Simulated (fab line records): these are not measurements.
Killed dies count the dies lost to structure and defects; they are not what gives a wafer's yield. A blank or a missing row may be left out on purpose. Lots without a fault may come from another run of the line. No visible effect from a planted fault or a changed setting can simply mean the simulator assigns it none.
Chamber matching / flow n5Finfet / 3 sister chambers for N5_BEOL_M4_DEP_57 on pecvd-03
The step deposits SiCN from 3MS/NH3, target thk 8 nm, time 14 s. 3 wafers are shown with their chamber, then 10 later ones without.

## WAFERS WITH THEIR CHAMBER
wafer=L086.2; chamber=1; throttleValvePct (%)=9.2
wafer=L091.2; chamber=2; throttleValvePct (%)=9.2
wafer=L091.5; chamber=0; throttleValvePct (%)=9.9

## WAFERS WITH NO CHAMBER GIVEN
wafer=L091.6; throttleValvePct (%)=8.8
wafer=L095.2; throttleValvePct (%)=9.2
wafer=L095.5; throttleValvePct (%)=9.2
wafer=L095.6; throttleValvePct (%)=9.9
wafer=L094.3; throttleValvePct (%)=9.4
wafer=L094.4; throttleValvePct (%)=9.1
wafer=L094.6; throttleValvePct (%)=9.3
wafer=L097.2; throttleValvePct (%)=10.0
wafer=L097.4; throttleValvePct (%)=10.0
wafer=L097.6; throttleValvePct (%)=9.0

## THE CHAMBER EACH PASSED THROUGH
wafer=L091.6; from the rows above=can't be placed: 1 or 2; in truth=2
wafer=L095.2; from the rows above=can't be placed: 1 or 2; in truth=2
wafer=L095.5; from the rows above=can't be placed: 1 or 2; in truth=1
wafer=L095.6; from the rows above=0; in truth=0
wafer=L094.3; from the rows above=can't be placed: 1 or 2 or 0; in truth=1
wafer=L094.4; from the rows above=can't be placed: 1 or 2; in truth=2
wafer=L094.6; from the rows above=can't be placed: 1 or 2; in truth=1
wafer=L097.2; from the rows above=0; in truth=0
wafer=L097.4; from the rows above=0; in truth=0
wafer=L097.6; from the rows above=can't be placed: 1 or 2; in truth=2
3 of 10 placed correctly. Can't be placed from these rows: 7 (the true chamber is among the candidates in 7). Number placed wrongly: 0.
How it was worked out, from the rows above alone: a wafer's distance from a chamber is the root of the sum, over the readings, of the square of ((its reading less the chamber's mean) divided by the reading's scatter). If the next closest chamber is less than 2 further off than the closest, the wafer can't be placed; otherwise it belongs to the closest. The mean given for a chamber averages the wafers shown for that chamber. The scatter (one wafer shown for each chamber): square how far every hidden wafer sits from the nearest shown wafer, average those squares and take the square root.
